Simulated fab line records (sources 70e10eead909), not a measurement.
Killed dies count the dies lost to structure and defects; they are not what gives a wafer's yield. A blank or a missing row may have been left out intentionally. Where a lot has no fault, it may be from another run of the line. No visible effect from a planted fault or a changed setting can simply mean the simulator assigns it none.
Which of the tools did it? || flow nandHarc || 72 wafers from 24 lots sampled at 5 of the route's 1302 steps

WHAT EACH GAUGE READ, for each wafer
NHARC_A_SGD_CUT_CD_MEAS_09 targets a cd of 100 nm.
{"lot": "L074", "measured": "day 20 01:50", "on": "cdSem-01", "cdNm (nm)": "100.7 100.1 100.3"}
{"lot": "L077", "measured": "day 20 02:49", "on": "cdSem-01", "cdNm (nm)": "98.8 100.0 98.8"}
{"lot": "L075", "measured": "day 20 08:43", "on": "cdSem-03", "cdNm (nm)": "100.7 100.3 100.9"}
{"lot": "L076", "measured": "day 20 16:01", "on": "cdSem-03", "cdNm (nm)": "100.7 100.3 99.9"}
{"lot": "L079", "measured": "day 21 09:40", "on": "cdSem-02", "cdNm (nm)": "100.5 100.4 101.0"}
{"lot": "L078", "measured": "day 21 06:43", "on": "cdSem-03", "cdNm (nm)": "100.8 100.6 100.7"}
{"lot": "L080", "measured": "day 21 16:44", "on": "cdSem-03", "cdNm (nm)": "100.2 100.4 99.8"}
{"lot": "L081", "measured": "day 21 17:02", "on": "cdSem-01", "cdNm (nm)": "99.4 99.3 99.3"}
{"lot": "L082", "measured": "day 23 04:48", "on": "cdSem-03", "cdNm (nm)": "100.1 99.9 100.3"}
{"lot": "L083", "measured": "day 23 14:04", "on": "cdSem-02", "cdNm (nm)": "100.8 99.6 99.7"}
{"lot": "L085", "measured": "day 23 14:39", "on": "cdSem-02", "cdNm (nm)": "100.4 100.5 100.4"}
{"lot": "L084", "measured": "day 23 14:22", "on": "cdSem-02", "cdNm (nm)": "99.7 99.7 100.1"}
{"lot": "L086", "measured": "day 24 04:05", "on": "cdSem-02", "cdNm (nm)": "99.9 100.5 100.5"}
{"lot": "L087", "measured": "day 24 14:58", "on": "cdSem-02", "cdNm (nm)": "101.0 100.4 100.6"}
{"lot": "L089", "measured": "day 25 07:34", "on": "cdSem-03", "cdNm (nm)": "100.3 100.5 100.3"}
{"lot": "L088", "measured": "day 25 07:21", "on": "cdSem-01", "cdNm (nm)": "100.2 100.8 100.6"}
{"lot": "L090", "measured": "day 26 16:36", "on": "cdSem-03", "cdNm (nm)": "99.7 99.9 99.1"}
{"lot": "L091", "measured": "day 27 04:41", "on": "cdSem-01", "cdNm (nm)": "100.9 99.8 99.8"}
{"lot": "L092", "measured": "day 27 03:41", "on": "cdSem-01", "cdNm (nm)": "99.9 101.0 99.7"}
{"lot": "L093", "measured": "day 27 10:47", "on": "cdSem-01", "cdNm (nm)": "99.1 99.0 99.3"}
{"lot": "L094", "measured": "day 27 10:25", "on": "cdSem-03", "cdNm (nm)": "99.7 100.2 99.7"}
{"lot": "L095", "measured": "day 28 11:15", "on": "cdSem-03", "cdNm (nm)": "99.3 99.7 99.7"}
{"lot": "L097", "measured": "day 28 17:38", "on": "cdSem-03", "cdNm (nm)": "99.5 99.9 100.1"}
{"lot": "L096", "measured": "day 29 00:01", "on": "cdSem-01", "cdNm (nm)": "98.9 99.1 99.4"}

NHARC_A_SGD_CUT_INSPECT_25.
{"lot": "L074", "measured": "day 20 08:29", "on": "defectInspect-01", "rawDefectCount": "340 322 327"}
{"lot": "L077", "measured": "day 20 08:23", "on": "defectInspect-02", "rawDefectCount": "415 765 656"}
{"lot": "L075", "measured": "day 20 15:31", "on": "defectInspect-01", "rawDefectCount": "375 346 379"}
{"lot": "L076", "measured": "day 20 22:50", "on": "defectInspect-02", "rawDefectCount": "551 477 452"}
{"lot": "L079", "measured": "day 21 15:08", "on": "defectInspect-02", "rawDefectCount": "364 428 364"}
{"lot": "L078", "measured": "day 21 15:09", "on": "defectInspect-01", "rawDefectCount": "325 363 410"}
{"lot": "L080", "measured": "day 21 23:31", "on": "defectInspect-01", "rawDefectCount": "436 397 431"}
{"lot": "L081", "measured": "day 21 23:32", "on": "defectInspect-02", "rawDefectCount": "299 489 404"}
{"lot": "L082", "measured": "day 23 11:27", "on": "defectInspect-01", "rawDefectCount": "445 381 507"}
{"lot": "L083", "measured": "day 23 20:52", "on": "defectInspect-01", "rawDefectCount": "235 314 220"}
{"lot": "L085", "measured": "day 23 21:08", "on": "defectInspect-02", "rawDefectCount": "242 426 326"}
{"lot": "L084", "measured": "day 23 20:52", "on": "defectInspect-02", "rawDefectCount": "328 272 316"}
{"lot": "L086", "measured": "day 24 11:07", "on": "defectInspect-01", "rawDefectCount": "445 490 554"}
{"lot": "L087", "measured": "day 24 21:37", "on": "defectInspect-01", "rawDefectCount": "202 329 324"}
{"lot": "L089", "measured": "day 25 15:16", "on": "defectInspect-02", "rawDefectCount": "416 305 355"}
{"lot": "L088", "measured": "day 25 15:12", "on": "defectInspect-01", "rawDefectCount": "482 308 369"}
{"lot": "L090", "measured": "day 26 23:24", "on": "defectInspect-02", "rawDefectCount": "502 496 925"}
{"lot": "L091", "measured": "day 27 10:23", "on": "defectInspect-02", "rawDefectCount": "356 298 410"}
{"lot": "L092", "measured": "day 27 10:22", "on": "defectInspect-01", "rawDefectCount": "520 402 476"}
{"lot": "L093", "measured": "day 27 17:13", "on": "defectInspect-01", "rawDefectCount": "277 388 310"}
{"lot": "L094", "measured": "day 27 17:14", "on": "defectInspect-02", "rawDefectCount": "314 298 330"}
{"lot": "L095", "measured": "day 28 21:14", "on": "defectInspect-02", "rawDefectCount": "370 310 289"}
{"lot": "L097", "measured": "day 29 00:18", "on": "defectInspect-02", "rawDefectCount": "417 351 415"}
{"lot": "L096", "measured": "day 29 06:50", "on": "defectInspect-01", "rawDefectCount": "459 404 434"}

WHICH TOOL RAN EACH LOT (tool, then ch and the chambers of the sampled wafers, then the start)
{"lot": "L074", "NHARC_A_STAIRCASE_ETCH_315": "rieDiel-02 ch 0,2,3, day 20 00:25 or earlier", "NHARC_A_STAIRCASE_DEP_471": "pecvd-03 ch 0,1,2, day 20 00:25", "NHARC_A_SGD_CUT_STRIP_17": "rieDiel-11 ch 0,1,3, day 20 08:29 or earlier"}
{"lot": "L077", "NHARC_A_STAIRCASE_ETCH_315": "rieDiel-02 ch 0,1, day 20 01:26 or earlier", "NHARC_A_STAIRCASE_DEP_471": "pecvd-02 ch 0,1, day 20 01:26", "NHARC_A_SGD_CUT_STRIP_17": "rieDiel-01 ch 1,2, day 20 08:23 or earlier"}
{"lot": "L075", "NHARC_A_STAIRCASE_ETCH_315": "rieDiel-07 ch 0,2,3, day 20 07:13 or earlier", "NHARC_A_STAIRCASE_DEP_471": "pecvd-02 ch 0,1, day 20 07:13", "NHARC_A_SGD_CUT_STRIP_17": "rieDiel-01 ch 0,1,3, day 20 15:31 or earlier"}
{"lot": "L076", "NHARC_A_STAIRCASE_ETCH_315": "rieDiel-02 ch 2,3, day 20 14:38 or earlier", "NHARC_A_STAIRCASE_DEP_471": "pecvd-03 ch 1,2, day 20 14:38", "NHARC_A_SGD_CUT_STRIP_17": "rieDiel-09 ch 0,1,2, day 20 22:50 or earlier"}
{"lot": "L079", "NHARC_A_STAIRCASE_ETCH_315": "rieDiel-07 ch 1,3, day 21 08:08 or earlier", "NHARC_A_STAIRCASE_DEP_471": "pecvd-02 ch 0,1, day 21 08:08", "NHARC_A_SGD_CUT_STRIP_17": "rieDiel-09 ch 0,2, day 21 15:08 or earlier"}
{"lot": "L078", "NHARC_A_STAIRCASE_ETCH_315": "rieDiel-07 ch 0,3, day 21 05:18 or earlier", "NHARC_A_STAIRCASE_DEP_471": "pecvd-02 ch 0,1, day 21 05:18", "NHARC_A_SGD_CUT_STRIP_17": "rieDiel-09 ch 0,2,3, day 21 15:09 or earlier"}
{"lot": "L080", "NHARC_A_STAIRCASE_ETCH_315": "rieDiel-10 ch 0,1,3, day 21 15:32 or earlier", "NHARC_A_STAIRCASE_DEP_471": "pecvd-04 ch 0,1,2, day 21 15:32", "NHARC_A_SGD_CUT_STRIP_17": "rieDiel-11 ch 0,1, day 21 23:31 or earlier"}
{"lot": "L081", "NHARC_A_STAIRCASE_ETCH_315": "rieDiel-07 ch 0,2,3, day 21 15:41 or earlier", "NHARC_A_STAIRCASE_DEP_471": "pecvd-04 ch 0,1, day 21 15:41", "NHARC_A_SGD_CUT_STRIP_17": "rieDiel-01 ch 1,2, day 21 23:32 or earlier"}
{"lot": "L082", "NHARC_A_STAIRCASE_ETCH_315": "rieDiel-02 ch 0,2,3, day 23 03:19 or earlier", "NHARC_A_STAIRCASE_DEP_471": "pecvd-02 ch 0,1, day 23 03:19", "NHARC_A_SGD_CUT_STRIP_17": "rieDiel-11 ch 0,2,3, day 23 11:27 or earlier"}
{"lot": "L083", "NHARC_A_STAIRCASE_ETCH_315": "rieDiel-07 ch 0,2,3, day 23 12:40 or earlier", "NHARC_A_STAIRCASE_DEP_471": "pecvd-04 ch 0,1,2, day 23 12:40", "NHARC_A_SGD_CUT_STRIP_17": "rieDiel-11 ch 0,1,2, day 23 20:52 or earlier"}
{"lot": "L085", "NHARC_A_STAIRCASE_ETCH_315": "rieDiel-07 ch 0,2,3, day 23 13:23 or earlier", "NHARC_A_STAIRCASE_DEP_471": "pecvd-04 ch 1,2, day 23 13:23", "NHARC_A_SGD_CUT_STRIP_17": "rieDiel-01 ch 1,2,3, day 23 21:08 or earlier"}
{"lot": "L084", "NHARC_A_STAIRCASE_ETCH_315": "rieDiel-07 ch 1,2,3, day 23 12:55 or earlier", "NHARC_A_STAIRCASE_DEP_471": "pecvd-03 ch 0,2, day 23 12:55", "NHARC_A_SGD_CUT_STRIP_17": "rieDiel-09 ch 1,2, day 23 20:52 or earlier"}
{"lot": "L086", "NHARC_A_STAIRCASE_ETCH_315": "rieDiel-02 ch 0,3, day 24 02:43 or earlier", "NHARC_A_STAIRCASE_DEP_471": "pecvd-02 ch 0,1, day 24 02:43", "NHARC_A_SGD_CUT_STRIP_17": "rieDiel-11 ch 2,3, day 24 11:07 or earlier"}
{"lot": "L087", "NHARC_A_STAIRCASE_ETCH_315": "rieDiel-07 ch 1,2,3, day 24 13:29 or earlier", "NHARC_A_STAIRCASE_DEP_471": "pecvd-02 ch 0,1, day 24 13:29", "NHARC_A_SGD_CUT_STRIP_17": "rieDiel-09 ch 2,3, day 24 21:37 or earlier"}
{"lot": "L089", "NHARC_A_STAIRCASE_ETCH_315": "rieDiel-10 ch 1,2,3, day 25 06:11 or earlier", "NHARC_A_STAIRCASE_DEP_471": "pecvd-02 ch 0,1,2, day 25 06:11", "NHARC_A_SGD_CUT_STRIP_17": "rieDiel-11 ch 1,2,3, day 25 15:16 or earlier"}
{"lot": "L088", "NHARC_A_STAIRCASE_ETCH_315": "rieDiel-10 ch 2,3, day 25 05:55 or earlier", "NHARC_A_STAIRCASE_DEP_471": "pecvd-03 ch 0,2, day 25 05:55", "NHARC_A_SGD_CUT_STRIP_17": "rieDiel-01 ch 1,2, day 25 15:12 or earlier"}
{"lot": "L090", "NHARC_A_STAIRCASE_ETCH_315": "rieDiel-10 ch 1,3, day 26 15:14 or earlier", "NHARC_A_STAIRCASE_DEP_471": "pecvd-04 ch 1,2, day 26 15:14", "NHARC_A_SGD_CUT_STRIP_17": "rieDiel-09 ch 0,1, day 26 23:24 or earlier"}
{"lot": "L091", "NHARC_A_STAIRCASE_ETCH_315": "rieDiel-10 ch 0,2,3, day 27 03:17 or earlier", "NHARC_A_STAIRCASE_DEP_471": "pecvd-04 ch 0,1,2, day 27 03:17", "NHARC_A_SGD_CUT_STRIP_17": "rieDiel-11 ch 1,2,3, day 27 10:23 or earlier"}
{"lot": "L092", "NHARC_A_STAIRCASE_ETCH_315": "rieDiel-10 ch 0,1,2, day 27 02:19 or earlier", "NHARC_A_STAIRCASE_DEP_471": "pecvd-03 ch 1,2, day 27 02:19", "NHARC_A_SGD_CUT_STRIP_17": "rieDiel-01 ch 0,2,3, day 27 10:22 or earlier"}
{"lot": "L093", "NHARC_A_STAIRCASE_ETCH_315": "rieDiel-10 ch 0,2, day 27 09:18 or earlier", "NHARC_A_STAIRCASE_DEP_471": "pecvd-03 ch 1,2, day 27 09:18", "NHARC_A_SGD_CUT_STRIP_17": "rieDiel-11 ch 0,1,3, day 27 17:13 or earlier"}
{"lot": "L094", "NHARC_A_STAIRCASE_ETCH_315": "rieDiel-07 ch 0,1, day 27 09:08 or earlier", "NHARC_A_STAIRCASE_DEP_471": "pecvd-02 ch 0,1,2, day 27 09:08", "NHARC_A_SGD_CUT_STRIP_17": "rieDiel-01 ch 0,1,3, day 27 17:14 or earlier"}
{"lot": "L095", "NHARC_A_STAIRCASE_ETCH_315": "rieDiel-10 ch 0,1,2, day 28 09:50 or earlier", "NHARC_A_STAIRCASE_DEP_471": "pecvd-03 ch 1,2, day 28 09:50", "NHARC_A_SGD_CUT_STRIP_17": "rieDiel-11 ch 1,2,3, day 28 21:14 or earlier"}
{"lot": "L097", "NHARC_A_STAIRCASE_ETCH_315": "rieDiel-02 ch 0,3, day 28 16:25 or earlier", "NHARC_A_STAIRCASE_DEP_471": "pecvd-04 ch 0,1, day 28 16:25", "NHARC_A_SGD_CUT_STRIP_17": "rieDiel-11 ch 2,3, day 29 00:18 or earlier"}
{"lot": "L096", "NHARC_A_STAIRCASE_ETCH_315": "rieDiel-02 ch 0,2, day 28 22:37 or earlier", "NHARC_A_STAIRCASE_DEP_471": "pecvd-04 ch 0,1, day 28 22:37", "NHARC_A_SGD_CUT_STRIP_17": "rieDiel-01 ch 0,3, day 29 06:50 or earlier"}
- NHARC_A_STAIRCASE_ETCH_315: etches the open film in C4F8/O2/Ar, target depth 2500 nm, time 607.1 s.
- NHARC_A_STAIRCASE_DEP_471: deposits SiO2, target thk 100 nm.
- NHARC_A_SGD_CUT_STRIP_17: strips in O2.

AS READ BY THE TOOLS THEMSELVES (means over the sampled wafers that have a number; for cases with no such wafer, the mark the record gives instead)
NHARC_A_STAIRCASE_ETCH_315.
{"lot": "L074", "tool": "rieDiel-02", "biasW (W)": 3003, "oesProductAu (a.u.)": 0.919, "rfVppV (V)": 1834}
{"lot": "L077", "tool": "rieDiel-02", "biasW (W)": 3001, "oesProductAu (a.u.)": 0.938, "rfVppV (V)": 1840}
{"lot": "L075", "tool": "rieDiel-07", "biasW (W)": 3000, "oesProductAu (a.u.)": 0.932, "rfVppV (V)": 1818}
{"lot": "L076", "tool": "rieDiel-02", "biasW (W)": 3002, "oesProductAu (a.u.)": 0.932, "rfVppV (V)": 1831}
{"lot": "L079", "tool": "rieDiel-07", "biasW (W)": 2996, "oesProductAu (a.u.)": 0.930, "rfVppV (V)": 1828}
{"lot": "L078", "tool": "rieDiel-07", "biasW (W)": 2993, "oesProductAu (a.u.)": 0.920, "rfVppV (V)": 1819}
{"lot": "L080", "tool": "rieDiel-10", "biasW (W)": 2995, "oesProductAu (a.u.)": 0.945, "rfVppV (V)": 1823}
{"lot": "L081", "tool": "rieDiel-07", "biasW (W)": 3003, "oesProductAu (a.u.)": 0.937, "rfVppV (V)": 1818}
{"lot": "L082", "tool": "rieDiel-02", "biasW (W)": 3004, "oesProductAu (a.u.)": 0.915, "rfVppV (V)": 1833}
{"lot": "L083", "tool": "rieDiel-07", "biasW (W)": 3001, "oesProductAu (a.u.)": 0.918, "rfVppV (V)": 1817}
{"lot": "L085", "tool": "rieDiel-07", "biasW (W)": 3000, "oesProductAu (a.u.)": 0.921, "rfVppV (V)": 1817}
{"lot": "L084", "tool": "rieDiel-07", "biasW (W)": 3000, "oesProductAu (a.u.)": 0.924, "rfVppV (V)": 1822}
{"lot": "L086", "tool": "rieDiel-02", "biasW (W)": 2999, "oesProductAu (a.u.)": 0.921, "rfVppV (V)": 1835}
{"lot": "L087", "tool": "rieDiel-07", "biasW (W)": 3005, "oesProductAu (a.u.)": 0.923, "rfVppV (V)": 1821}
{"lot": "L089", "tool": "rieDiel-10", "biasW (W)": 3001, "oesProductAu (a.u.)": 0.940, "rfVppV (V)": 1814}
{"lot": "L088", "tool": "rieDiel-10", "biasW (W)": 3002, "oesProductAu (a.u.)": 0.934, "rfVppV (V)": 1816}
{"lot": "L090", "tool": "rieDiel-10", "biasW (W)": 3001, "oesProductAu (a.u.)": 0.925, "rfVppV (V)": 1813}
{"lot": "L091", "tool": "rieDiel-10", "biasW (W)": 2998, "oesProductAu (a.u.)": 0.933, "rfVppV (V)": 1825}
{"lot": "L092", "tool": "rieDiel-10", "biasW (W)": 2997, "oesProductAu (a.u.)": 0.931, "rfVppV (V)": 1822}
{"lot": "L093", "tool": "rieDiel-10", "biasW (W)": 3000, "oesProductAu (a.u.)": 0.936, "rfVppV (V)": 1833}
{"lot": "L094", "tool": "rieDiel-07", "biasW (W)": 2999, "oesProductAu (a.u.)": 0.927, "rfVppV (V)": 1817}
{"lot": "L095", "tool": "rieDiel-10", "biasW (W)": 2998, "oesProductAu (a.u.)": 0.934, "rfVppV (V)": 1836}
{"lot": "L097", "tool": "rieDiel-02", "biasW (W)": 2994, "oesProductAu (a.u.)": 0.931, "rfVppV (V)": 1838}
{"lot": "L096", "tool": "rieDiel-02", "biasW (W)": 2999, "oesProductAu (a.u.)": 0.936, "rfVppV (V)": 1826}

NHARC_A_STAIRCASE_DEP_471.
{"lot": "L074", "tool": "pecvd-03", "heaterPowerW (W)": 539, "susceptorTempC (C)": 400.04, "throttleValvePct (%)": 15.7}
{"lot": "L077", "tool": "pecvd-02", "heaterPowerW (W)": 547, "susceptorTempC (C)": 400.27, "throttleValvePct (%)": 15.6}
{"lot": "L075", "tool": "pecvd-02", "heaterPowerW (W)": 495, "susceptorTempC (C)": 400.13, "throttleValvePct (%)": 15.5}
{"lot": "L076", "tool": "pecvd-03", "heaterPowerW (W)": 589, "susceptorTempC (C)": 400.12, "throttleValvePct (%)": 15.7}
{"lot": "L079", "tool": "pecvd-02", "heaterPowerW (W)": 509, "susceptorTempC (C)": 400.06, "throttleValvePct (%)": 15.6}
{"lot": "L078", "tool": "pecvd-02", "heaterPowerW (W)": 472, "susceptorTempC (C)": 399.96, "throttleValvePct (%)": 15.7}
{"lot": "L080", "tool": "pecvd-04", "heaterPowerW (W)": 488, "susceptorTempC (C)": 400.16, "throttleValvePct (%)": 15.5}
{"lot": "L081", "tool": "pecvd-04", "heaterPowerW (W)": 547, "susceptorTempC (C)": 399.94, "throttleValvePct (%)": 15.0}
{"lot": "L082", "tool": "pecvd-02", "heaterPowerW (W)": 466, "susceptorTempC (C)": 399.92, "throttleValvePct (%)": 15.5}
{"lot": "L083", "tool": "pecvd-04", "heaterPowerW (W)": 549, "susceptorTempC (C)": 400.23, "throttleValvePct (%)": 15.6}
{"lot": "L085", "tool": "pecvd-04", "heaterPowerW (W)": 508, "susceptorTempC (C)": 400.05, "throttleValvePct (%)": 15.3}
{"lot": "L084", "tool": "pecvd-03", "heaterPowerW (W)": 546, "susceptorTempC (C)": 400.13, "throttleValvePct (%)": 15.8}
{"lot": "L086", "tool": "pecvd-02", "heaterPowerW (W)": 539, "susceptorTempC (C)": 399.81, "throttleValvePct (%)": 15.8}
{"lot": "L087", "tool": "pecvd-02", "heaterPowerW (W)": 558, "susceptorTempC (C)": 400.15, "throttleValvePct (%)": 15.8}
{"lot": "L089", "tool": "pecvd-02", "heaterPowerW (W)": 525, "susceptorTempC (C)": 399.95, "throttleValvePct (%)": 15.8}
{"lot": "L088", "tool": "pecvd-03", "heaterPowerW (W)": 547, "susceptorTempC (C)": 400.03, "throttleValvePct (%)": 15.6}
{"lot": "L090", "tool": "pecvd-04", "heaterPowerW (W)": 466, "susceptorTempC (C)": 400.06, "throttleValvePct (%)": 15.5}
{"lot": "L091", "tool": "pecvd-04", "heaterPowerW (W)": 502, "susceptorTempC (C)": 399.97, "throttleValvePct (%)": 15.7}
{"lot": "L092", "tool": "pecvd-03", "heaterPowerW (W)": 527, "susceptorTempC (C)": 400.22, "throttleValvePct (%)": 15.5}
{"lot": "L093", "tool": "pecvd-03", "heaterPowerW (W)": 518, "susceptorTempC (C)": 399.91, "throttleValvePct (%)": 15.6}
{"lot": "L094", "tool": "pecvd-02", "heaterPowerW (W)": 538, "susceptorTempC (C)": 400.02, "throttleValvePct (%)": 15.7}
{"lot": "L095", "tool": "pecvd-03", "heaterPowerW (W)": 493, "susceptorTempC (C)": 400.22, "throttleValvePct (%)": 15.7}
{"lot": "L097", "tool": "pecvd-04", "heaterPowerW (W)": 573, "susceptorTempC (C)": 400.06, "throttleValvePct (%)": 15.6}
{"lot": "L096", "tool": "pecvd-04", "heaterPowerW (W)": 502, "susceptorTempC (C)": 400.16, "throttleValvePct (%)": 15.3}

NHARC_A_SGD_CUT_STRIP_17.
{"lot": "L074", "tool": "rieDiel-11", "drypumpMotorCurrentA (A)": 5.4, "oesProductAu (a.u.)": 0.994, "rfVppV (V)": 57.6, "showerheadPlenumPTorr (Torr)": 3.56, "throttleValvePct (%)": 17.030}
{"lot": "L077", "tool": "rieDiel-01", "drypumpMotorCurrentA (A)": 5.3, "oesProductAu (a.u.)": 0.998, "rfVppV (V)": 58.3, "showerheadPlenumPTorr (Torr)": 3.67, "throttleValvePct (%)": 17.042}
{"lot": "L075", "tool": "rieDiel-01", "drypumpMotorCurrentA (A)": 5.8, "oesProductAu (a.u.)": 0.997, "rfVppV (V)": 57.2, "showerheadPlenumPTorr (Torr)": 3.40, "throttleValvePct (%)": 17.035}
{"lot": "L076", "tool": "rieDiel-09", "drypumpMotorCurrentA (A)": 6.2, "oesProductAu (a.u.)": 0.997, "rfVppV (V)": 56.9, "showerheadPlenumPTorr (Torr)": 3.47, "throttleValvePct (%)": 17.038}
{"lot": "L079", "tool": "rieDiel-09", "drypumpMotorCurrentA (A)": 6.2, "oesProductAu (a.u.)": 1.001, "rfVppV (V)": 58.1, "showerheadPlenumPTorr (Torr)": 3.44, "throttleValvePct (%)": 17.039}
{"lot": "L078", "tool": "rieDiel-09", "drypumpMotorCurrentA (A)": 6.0, "oesProductAu (a.u.)": 1.006, "rfVppV (V)": 57.7, "showerheadPlenumPTorr (Torr)": 3.39, "throttleValvePct (%)": 17.039}
{"lot": "L080", "tool": "rieDiel-11", "drypumpMotorCurrentA (A)": 4.9, "oesProductAu (a.u.)": 0.987, "rfVppV (V)": 58.0, "showerheadPlenumPTorr (Torr)": 3.65, "throttleValvePct (%)": 17.036}
{"lot": "L081", "tool": "rieDiel-01", "drypumpMotorCurrentA (A)": 5.3, "oesProductAu (a.u.)": 1.001, "rfVppV (V)": 57.4, "showerheadPlenumPTorr (Torr)": 3.67, "throttleValvePct (%)": 17.041}
{"lot": "L082", "tool": "rieDiel-11", "drypumpMotorCurrentA (A)": 5.5, "oesProductAu (a.u.)": 0.990, "rfVppV (V)": 57.9, "showerheadPlenumPTorr (Torr)": 3.47, "throttleValvePct (%)": 17.039}
{"lot": "L083", "tool": "rieDiel-11", "drypumpMotorCurrentA (A)": 5.1, "oesProductAu (a.u.)": 0.994, "rfVppV (V)": 58.5, "showerheadPlenumPTorr (Torr)": 3.61, "throttleValvePct (%)": 17.039}
{"lot": "L085", "tool": "rieDiel-01", "drypumpMotorCurrentA (A)": 5.7, "oesProductAu (a.u.)": 0.996, "rfVppV (V)": 58.0, "showerheadPlenumPTorr (Torr)": 3.55, "throttleValvePct (%)": 17.039}
{"lot": "L084", "tool": "rieDiel-09", "drypumpMotorCurrentA (A)": 6.1, "oesProductAu (a.u.)": 0.986, "rfVppV (V)": 58.0, "showerheadPlenumPTorr (Torr)": 3.53, "throttleValvePct (%)": 17.043}
{"lot": "L086", "tool": "rieDiel-11", "drypumpMotorCurrentA (A)": 5.9, "oesProductAu (a.u.)": 1.003, "rfVppV (V)": 56.9, "showerheadPlenumPTorr (Torr)": 3.37, "throttleValvePct (%)": 17.038}
{"lot": "L087", "tool": "rieDiel-09", "drypumpMotorCurrentA (A)": 5.7, "oesProductAu (a.u.)": 1.001, "rfVppV (V)": 57.8, "showerheadPlenumPTorr (Torr)": 3.36, "throttleValvePct (%)": 17.033}
{"lot": "L089", "tool": "rieDiel-11", "drypumpMotorCurrentA (A)": 5.6, "oesProductAu (a.u.)": 1.001, "rfVppV (V)": 57.5, "showerheadPlenumPTorr (Torr)": 3.51, "throttleValvePct (%)": 17.039}
{"lot": "L088", "tool": "rieDiel-01", "drypumpMotorCurrentA (A)": 5.3, "oesProductAu (a.u.)": 0.995, "rfVppV (V)": 58.7, "showerheadPlenumPTorr (Torr)": 3.66, "throttleValvePct (%)": 17.036}
{"lot": "L090", "tool": "rieDiel-09", "drypumpMotorCurrentA (A)": 6.2, "oesProductAu (a.u.)": 1.000, "rfVppV (V)": 57.2, "showerheadPlenumPTorr (Torr)": 3.50, "throttleValvePct (%)": 17.039}
{"lot": "L091", "tool": "rieDiel-11", "drypumpMotorCurrentA (A)": 5.6, "oesProductAu (a.u.)": 1.005, "rfVppV (V)": 57.0, "showerheadPlenumPTorr (Torr)": 3.51, "throttleValvePct (%)": 17.043}
{"lot": "L092", "tool": "rieDiel-01", "drypumpMotorCurrentA (A)": 5.3, "oesProductAu (a.u.)": 0.989, "rfVppV (V)": 58.4, "showerheadPlenumPTorr (Torr)": 3.50, "throttleValvePct (%)": 17.035}
{"lot": "L093", "tool": "rieDiel-11", "drypumpMotorCurrentA (A)": 5.4, "oesProductAu (a.u.)": 1.013, "rfVppV (V)": 57.7, "showerheadPlenumPTorr (Torr)": 3.55, "throttleValvePct (%)": 17.033}
{"lot": "L094", "tool": "rieDiel-01", "drypumpMotorCurrentA (A)": 5.8, "oesProductAu (a.u.)": 1.006, "rfVppV (V)": 57.2, "showerheadPlenumPTorr (Torr)": 3.39, "throttleValvePct (%)": 17.034}
{"lot": "L095", "tool": "rieDiel-11", "drypumpMotorCurrentA (A)": 5.6, "oesProductAu (a.u.)": 1.004, "rfVppV (V)": 56.7, "showerheadPlenumPTorr (Torr)": 3.51, "throttleValvePct (%)": 17.031}
{"lot": "L097", "tool": "rieDiel-11", "drypumpMotorCurrentA (A)": 5.7, "oesProductAu (a.u.)": 1.003, "rfVppV (V)": 58.2, "showerheadPlenumPTorr (Torr)": 3.42, "throttleValvePct (%)": 17.037}
{"lot": "L096", "tool": "rieDiel-01", "drypumpMotorCurrentA (A)": 5.4, "oesProductAu (a.u.)": 1.003, "rfVppV (V)": 57.9, "showerheadPlenumPTorr (Torr)": 3.35, "throttleValvePct (%)": 17.030}

THE ANSWER, worked out from the rows above alone
Rule: what is usual is taken from the lots themselves. The widest of any qualifying gaps counts: lots, ordered by their means at a reading, are off when they make up no more than a third of the lots, leave a main group of 4 or more, and stand apart from it by 3 or more times the standard deviation of that group's means. A main group whose means are all the same, to the digits that the tables above print for the reading, isn't used. Also off: a lot with no number at a reading for which 4 or more lots have one. The other lots that the step has rows for count as sound. After the gauges, taken in route order, come the tools' own readings; for these a lot's mean is taken, as printed above. The first step at which some lot is off is used, and at that step the reading that is off furthest; a lot without a number counts as furthest.
No lot is off at any reading shown: from this, nothing can be told.

WHAT THE SIMULATOR HAD INSERTED
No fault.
